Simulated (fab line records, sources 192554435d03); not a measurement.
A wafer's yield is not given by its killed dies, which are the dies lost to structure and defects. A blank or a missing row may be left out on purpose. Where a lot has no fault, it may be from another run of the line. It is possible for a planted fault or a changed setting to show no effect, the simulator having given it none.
Split-lot trial -- flow n5_finfet -- 39 wafers read across 7 lots, on a route 1938 steps long

## THE SPLIT ITSELF
At N5_BEOL_M9_ETCH_62 (etches SOC in N2/H2, target depth 110 nm, overetch 22 nm, time 165 s), the setting time_s was moved away from the recipe's 165 s on 15 of the 39 wafers read, by -54.1% to +23.9%. For the rest of the wafers, this setting stayed at what the recipe calls for.

Reading taken at the split's own step.

## THE READING
SiARC_of_BEOL_M9_COAT_60.thk_nm (the simulator's own value, which no gauge read), in nm, at N5_BEOL_M9_ETCH_62 (etches SOC in N2/H2, target depth 110 nm, overetch 22 nm, time 165 s). No usual value for it is given in the file. Here, 24 wafers ran the recipe; their average is 23.6 nm with a standard deviation of 0.26 nm.

wafer,"tool, chamber at the split","time_s as run, s",against the recipe,"SiARC_of_BEOL_M9_COAT_60.thk_nm, nm",against lot-mates on the recipe
L080.1,"rie_diel-04, 1",165,recipe,23.8,-
L080.3,"rie_diel-04, 0",165,recipe,23.6,-
L080.4,"rie_diel-04, 3",165,recipe,23.8,-
L087.1,"rie_diel-03, 0",165,recipe,23.8,-
L087.2,"rie_diel-03, 3",165,recipe,24,-
L087.3,"rie_diel-03, 2",165,recipe,23.4,-
L087.4,"rie_diel-03, 3",165,recipe,23.8,-
L087.5,"rie_diel-03, 2",165,recipe,23.4,-
L087.6,"rie_diel-03, 0",165,recipe,23.6,-
L086.1,"rie_diel-02, 2",202.5,+22.7%,22.4,-1.2
L086.2,"rie_diel-02, 0",202.5,+22.7%,22,-1.6
L086.3,"rie_diel-02, 3",165,recipe,23.6,-
L086.4,"rie_diel-02, 1",202.5,+22.7%,22,-1.6
L086.5,"rie_diel-02, 3",165,recipe,23.8,-
L086.6,"rie_diel-02, 0",165,recipe,23.4,-
L088.1,"rie_diel-03, 3",165,recipe,23.8,-
L088.2,"rie_diel-03, 0",103.4,-37.3%,25.8,+2.4
L088.3,"rie_diel-03, 2",165,recipe,23.2,-
L088.4,"rie_diel-03, 0",103.4,-37.3%,26,+2.6
L088.5,"rie_diel-03, 3",103.4,-37.3%,26,+2.6
L088.6,"rie_diel-03, 2",165,recipe,23.2,-
L093.1,"rie_diel-03, 3",165,recipe,24,-
L093.2,"rie_diel-03, 0",204.5,+23.9%,22.2,-1.7
L093.3,"rie_diel-03, 2",204.5,+23.9%,22,-1.9
L093.4,"rie_diel-03, 0",165,recipe,23.6,-
L093.5,"rie_diel-03, 2",204.5,+23.9%,22,-1.9
L093.6,"rie_diel-03, 3",165,recipe,24,-
L094.1,"rie_diel-04, 3",165,recipe,23.4,-
L094.2,"rie_diel-04, 1",134.4,-18.5%,24.6,+1.3
L094.3,"rie_diel-04, 0",165,recipe,23.2,-
L094.4,"rie_diel-04, 2",165,recipe,23.2,-
L094.5,"rie_diel-04, 2",134.4,-18.5%,24.4,+1.1
L094.6,"rie_diel-04, 1",134.4,-18.5%,24.6,+1.3
L095.1,"rie_diel-02, 1",165,recipe,23.6,-
L095.2,"rie_diel-02, 3",165,recipe,23.8,-
L095.3,"rie_diel-02, 0",75.71,-54.1%,27,+3.3
L095.4,"rie_diel-02, 2",75.71,-54.1%,27.2,+3.5
L095.5,"rie_diel-02, 0",75.71,-54.1%,27,+3.3
L095.6,"rie_diel-02, 3",165,recipe,23.8,-

FIT RESULTS
A straight line over all 39 wafers: SiARC_of_BEOL_M9_COAT_60.thk_nm changes by -0.063 nm for each +1% of time_s; r = -0.98; the points scatter about the line by 0.23 nm.
The same after taking each lot's own level away (the mean of its wafers on the recipe; 39 wafers): -0.0654 nm for each +1%; r = -0.99; scatter 0.19 nm.
That fit puts the effect of the largest move of time_s on the reading at 3.5 nm.
Across the lots, their own levels run from 23.27 to 23.87 nm, a range of 2.3 times the standard deviation given above.
The two slopes agree, so the slope changes little with the lot-to-lot level.
Check: with one of the wafers moved furthest among these (-54.1%) left out of the fit, the line predicts +3.57 nm for it against its lot-mates. It came out at +3.27 nm against them.

## THE OTHER SPLITS THESE WAFERS WENT THROUGH
These wafers also went through other splits before the reading. Each is held against what the fit with the lots' levels taken away leaves over:
other split on the same wafers,wafers away from the commonest value,r with SiARC_of_BEOL_M9_COAT_60.thk_nm (lot level and that fit taken away)
N5_BEOL_M5_TRENCH_ETCH_37 time_s,12,-0.26

## THE WHOLE CHAIN: every reading that the file lists as answering this split, in the file's order
step,what it does,reading,change (the file's fit),r (the file's)
N5_BEOL_M9_ETCH_62,"etches SOC in N2/H2, target depth 110 nm, overetch 22 nm, time 165 s","etch.depth_nm (the simulator's own value, which no gauge read)",+0.483 nm for each +1% of the setting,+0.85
N5_BEOL_M9_ETCH_62,"etches SOC in N2/H2, target depth 110 nm, overetch 22 nm, time 165 s","SiARC_of_BEOL_M9_COAT_60.thk_nm (the simulator's own value, which no gauge read)",-0.0651 nm for each +1% of the setting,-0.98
N5_BEOL_M9_HM_OPEN_17,"chemistry Cl2/BCl3, target TiN, target depth 20 nm, overetch 6 nm","etch.depth_nm (the simulator's own value, which no gauge read)","not straight: 19.9 at the lowest setting, 19.84 at the recipe, 16.01 at the highest",not given

## FILE'S OWN FIT
SiARC_of_BEOL_M9_COAT_60.thk_nm changes by -0.0651 nm for each +1% of time_s, r = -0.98.
